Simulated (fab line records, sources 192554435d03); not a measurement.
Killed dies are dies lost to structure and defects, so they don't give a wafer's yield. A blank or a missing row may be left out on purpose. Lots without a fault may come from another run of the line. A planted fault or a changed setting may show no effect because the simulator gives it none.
fab line records | flow n5_finfet | part 2 of 2: steps 5 to 6 of 6
record lots=22 wafers=66 last_day=17
route steps=1938 shown BEOL_M4@1036 BEOL_M5@1130
lots that met no fault: from a run of the same line without faults
start_h: hours from the record's first day to the start of the lot's first wafer shown | wait_h: hours since the lot's step before | " the same as in the row above | L1.1+2: a row that stands for several wafers | - no value, or no start given | * or withheld: withheld | < > ~ a bound
route shown NAME@n: a module of which the file shows steps, and the number in the route of the first | usual: mean/standard deviation of fault-free wafers | same: alike in all rows | chamber/n: place in a boat | sites: the reading at each site | _std_site: their standard deviation | _edge_site: outer sites' mean less inner sites' | radius_mm: how far each site lies from the wafer's centre | mask NAME#n: copy n | behind: the tool/chamber that last shaped the wafer | hold: why the lot was held/for how many hours/how that ended | device: the transistor (n, p or np) that didn't switch | end of line: the same wafers' tests at the end of the route | a step without rows: its recipe alone | killed: dies lost to structure and defects at the first sort, not the wafer's yield | map: a wafer's dies, x killed, . not, _ none there
set.NAME: the setting as run; set.NAME@STEP: as run at that earlier step | model.NAME: the simulator's own value behind a step, which no gauge read
steps of the route over a sample of lots; a table a step, a row a wafer
services: from which hour (start_h, from the record's first day; less than 0 if before it) a tool's chamber was out of use, for how many hours, and why
## steps
# step N5_BEOL_M4_PRE_CLEAN_60
# recipe gas=NH3/H2 time_s=15 temp_c=* rf_power_w=300
# usual heater_power_w=94/15
# columns lot.wafer tool chamber start_h wait_h heater_power_w
L074.2 cvd_co-02 0 164.26 0.0 108
L074.3 " 2 " " 85
L074.4 " 2 " " 84
L076.3 cvd_co-02 2 168.34 0.0 84
L076.4 " 0 " " 107
L076.6 " 1 " " 89
L075.1 cvd_co-01 0 168.47 0.0 71
L075.5 " 0 " " 69
L075.6 " 1 " " 102
L078.1 cvd_co-02 1 192.42 0.0 89
L078.5 " 1 " " 87
L078.6 " 2 " " 86
L077.3 cvd_co-02 2 193.79 0.0 86
L077.4 " 1 " " 87
L077.6 " 2 " " 85
L079.2 cvd_co-01 0 194.90 0.0 70
L079.4 " 2 " " 110
L079.6 " 1 " " 101
L080.4 cvd_co-02 1 210.49 0.1 91
L080.5 " 2 " " 86
L080.6 " 0 " " 110
L083.1 cvd_co-01 1 215.55 0.0 103
L083.3 " 2 " " 108
L083.5 " 2 " " 107
L082.1 cvd_co-01 1 219.47 0.0 103
L082.3 " 2 " " 108
L082.5 " 1 " " 101
L084.3 cvd_co-02 0 227.16 0.0 112
L084.4 " 2 " " 86
L084.5 " 1 " " 89
L085.1 cvd_co-02 1 230.22 0.0 92
L085.4 " 2 " " 84
L085.5 " 1 " " 89
L086.2 cvd_co-02 0 247.01 0.0 107
L086.5 " 2 " " 82
L086.6 " 1 " " 90
L088.2 cvd_co-01 0 247.04 0.0 69
L088.4 " 1 " " 101
L088.6 " 2 " " 109
L087.1 cvd_co-02 0 253.39 0.0 110
L087.4 " 0 " " 107
L087.5 " 2 " " 86
L090.3 cvd_co-01 2 261.78 0.1 109
L090.5 " 0 " " 68
L090.6 " 2 " " 112
L092.3 cvd_co-01 2 263.61 0.1 109
L092.4 " 0 " " 72
L092.5 " 0 " " 69
L091.1 cvd_co-02 2 266.66 0.0 87
L091.2 " 0 " " 113
L091.6 " 1 " " 88
L093.2 cvd_co-01 0 280.84 0.0 71
L093.4 " 1 " " 102
L093.5 " 0 " " 70
L095.1 cvd_co-02 0 289.89 0.0 108
L095.4 " 2 " " 86
L095.5 " 0 " " 111
L094.1 cvd_co-01 1 293.30 0.0 104
L094.2 " 0 " " 70
L094.4 " 0 " " 70
L096.1 cvd_co-02 1 305.98 0.0 89
L096.2 " 2 " " 87
L096.3 " 0 " " 107
L097.1 cvd_co-01 2 306.08 0.0 110
L097.2 " 0 " " 70
L097.6 " 2 " " 111
# step N5_BEOL_M5_ETCH_72
# recipe chemistry=N2/H2 target=underlayer target_depth_a=65 mask_material=CAR-EUV time_s=5.2 ion_energy_ev=200 pressure_mtorr=30 source_w=840 bias_w=150 n2_flow_sccm=200 h2_flow_sccm=200 ends=cleared
# usual drypump_motor_current_A=5.7/0.55 etch_rf_on_time_s=5.13/0.13 oes_product_au=0.67/0.062 rf_vpp_V=523.8/2.2 showerhead_plenum_p_Torr=2.54/0.054 throttle_valve_pct=17.81/0.23
# columns lot.wafer tool chamber start_h wait_h drypump_motor_current_A etch_rf_on_time_s oes_product_au rf_hours_counter_h rf_vpp_V showerhead_plenum_p_Torr throttle_valve_pct
L074.2 rie_diel-03 0 168.42 0.0 5.3 5.04 0.73 75 520.8 2.47 17.82
L074.3 " 3 " " 6.6 4.99 0.71 84 524.8 2.57 17.70
L074.4 " 1 " " 4.8 5.08 0.79 13 525.9 2.61 17.65
L076.3 rie_diel-03 3 172.30 0.0 6.6 4.96 0.71 85 526.5 2.57 17.71
L076.4 " 2 " " 5.7 5.18 0.59 229 525.1 2.61 17.88
L076.6 " 1 " " 4.8 5.10 0.78 - 526.3 2.61 17.64
L075.1 rie_diel-05 2 175.22 0.0 5.9 5.04 0.69 96 523.9 2.55 17.46
L075.5 " 3 " " 6.4 5.19 0.70 - 521.3 2.48 18.19
L075.6 " 0 " " 5.8 5.33 0.60 - 523.6 2.51 17.94
L078.1 rie_diel-02 3 195.69 0.0 5.4 5.25 0.63 167 523.7 2.56 18.27
L078.5 " 2 " " 6.4 5.25 0.61 - 523.2 2.52 17.88
L078.6 " 3 " " 5.4 5.26 0.63 - 525.5 2.56 18.30
L077.3 rie_diel-02 2 198.28 0.0 6.4 5.31 0.61 169 522.0 2.52 17.89
L077.4 " 3 " " 5.4 5.17 0.63 168 523.5 2.56 18.28
L077.6 " 2 " " 6.4 5.21 0.61 - 524.1 2.52 17.89
L079.2 rie_diel-05 3 199.11 0.0 6.4 5.27 0.68 91 521.8 2.48 18.19
L079.4 " 1 " " 5.7 5.20 0.63 167 526.2 2.62 17.59
L079.6 " 1 " " 5.7 5.22 0.64 - 526.3 2.62 17.59
L080.4 rie_diel-05 0 214.82 0.0 5.8 5.27 0.60 232 521.6 2.50 18.01
L080.5 " 3 " " 6.4 5.18 0.68 - 520.1 2.48 18.19
L080.6 " 0 " " 5.9 5.30 0.60 - 522.5 2.50 17.96
L083.1 rie_diel-03 3 219.16 0.0 6.7 4.94 0.70 100 525.4 2.56 17.72
L083.3 " 0 " " 5.3 5.01 0.72 90 522.5 2.47 17.83
L083.5 " 1 " " 4.8 5.08 0.76 - 529.8 2.60 17.67
L082.1 rie_diel-03 0 224.20 0.0 5.3 5.04 0.72 91 520.1 2.47 17.85
L082.3 " 2 " " 5.7 5.28 0.59 238 525.7 2.60 17.90
L082.5 " 0 " " 5.3 5.11 0.70 - 519.2 2.47 17.85
L084.3 rie_diel-03 3 231.63 0.0 6.6 4.96 0.70 103 524.4 2.56 17.70
L084.4 " 2 " " 5.7 5.25 0.60 240 525.7 2.60 17.87
L084.5 " 1 " " 4.8 5.09 0.74 - 524.1 2.60 17.69
L085.1 rie_diel-02 3 233.33 0.0 5.4 5.25 0.62 177 523.1 2.56 18.29
L085.4 " 2 " " 6.4 5.31 0.60 178 525.4 2.52 17.91
L085.5 " 3 " " 5.4 5.27 0.63 - 521.0 2.56 18.29
L086.2 rie_diel-03 2 250.23 0.0 5.7 5.28 0.59 246 526.7 2.60 17.87
L086.5 " 3 " " 6.6 5.03 0.69 - 524.4 2.56 17.75
L086.6 " 2 " " 5.7 5.28 0.58 - 525.4 2.60 17.90
L088.2 rie_diel-05 3 250.41 0.0 6.4 5.25 0.69 104 520.6 2.47 18.22
L088.4 " 2 " " 5.9 5.11 0.68 122 524.8 2.53 17.48
L088.6 " 0 " " 5.9 5.33 0.59 - 525.1 2.50 17.99
L087.1 rie_diel-05 1 258.97 0.0 5.7 5.20 0.62 187 525.7 2.61 17.62
L087.4 " 2 " " 5.9 4.97 0.69 125 526.9 2.53 17.50
L087.5 " 2 " " 5.9 4.98 0.68 - 524.9 2.53 17.50
L090.3 rie_diel-05 2 266.34 0.0 5.8 5.18 0.68 127 525.8 2.53 17.47
L090.5 " 2 " " 5.9 5.09 0.68 - 526.6 2.53 17.52
L090.6 " 1 " " 5.7 5.33 0.61 - 526.3 2.61 17.65
L092.3 rie_diel-03 1 267.73 0.0 4.8 5.07 0.73 43 524.7 2.60 17.70
L092.4 " 3 " " 6.6 5.04 0.68 - 525.0 2.56 17.77
L092.5 " 0 " " 5.4 5.03 0.70 - 520.2 2.46 17.90
L091.1 rie_diel-02 3 269.86 0.0 5.4 5.32 0.61 189 522.6 2.55 18.31
L091.2 " 0 " " 5.4 4.98 0.73 74 522.9 2.50 17.53
L091.6 " 3 " " 5.4 5.33 0.60 - 525.7 2.55 18.30
L093.2 rie_diel-02 3 285.83 0.0 5.4 5.31 0.61 192 522.0 2.55 18.33
L093.4 " 2 " " 6.4 5.41 0.58 192 522.9 2.51 17.94
L093.5 " 0 " " 5.4 4.96 0.72 - 519.2 2.49 17.52
L095.1 rie_diel-03 2 293.55 0.0 5.7 5.21 0.82 2 525.4 2.59 17.46
L095.4 " 1 " " 4.8 5.05 0.72 52 525.7 2.59 17.73
L095.5 " 1 " " 4.8 5.01 0.73 - 523.9 2.59 17.71
L094.1 rie_diel-03 1 296.06 0.0 4.8 4.99 0.73 53 523.4 2.59 17.73
L094.2 " 2 " " 5.7 5.10 0.82 3 526.1 2.59 17.43
L094.4 " 0 " " 5.3 5.03 0.70 115 520.9 2.46 17.87
L096.1 rie_diel-05 3 309.33 0.0 6.4 5.18 0.67 125 521.4 2.47 18.27
L096.2 " 1 " " 5.7 5.32 0.59 206 526.9 2.60 17.66
L096.3 " 0 " " 5.8 5.15 0.80 5 522.3 2.49 17.58
L097.1 rie_diel-03 0 309.48 0.0 5.3 4.96 0.69 120 523.0 2.46 17.91
L097.2 " 1 " " 4.8 4.92 0.72 58 526.1 2.59 17.75
L097.6 " 0 " " 5.3 5.02 0.69 - 519.7 2.46 17.90
## services
# columns tool chamber start_h hours kind
cvd_co-02 - 138.59 6.9 pm
cvd_co-02 - 150.64 1.2 repair
rie_diel-06 0 155.65 13.1 repair
rie_diel-05 - 159.80 1.1 repair
rie_diel-01 1 173.91 5.0 repair
rie_diel-06 1 187.11 16.2 repair
rie_diel-03 2 189.48 14.7 repair
cvd_co-02 - 198.93 0.9 repair
rie_diel-01 2 201.16 - clean
rie_diel-01 2 201.16 - consumable_replace:focus_ring
rie_diel-01 2 201.16 - consumable_replace:showerhead
rie_diel-01 2 201.16 13.0 scheduled_down
rie_diel-04 1 204.77 9.1 repair
rie_diel-06 3 242.09 1.5 repair
rie_diel-06 0 242.48 1.3 repair
rie_diel-02 - 249.58 2.8 pm
cvd_co-01 1 260.15 4.1 repair
rie_diel-04 0 276.72 15.8 repair
rie_diel-04 3 290.02 5.1 repair
rie_diel-04 2 293.54 9.1 repair
rie_diel-04 1 302.68 - clean
rie_diel-04 1 302.68 - consumable_replace:focus_ring
rie_diel-04 1 302.68 12.8 scheduled_down
rie_diel-04 1 302.68 12.8 vent_cycle
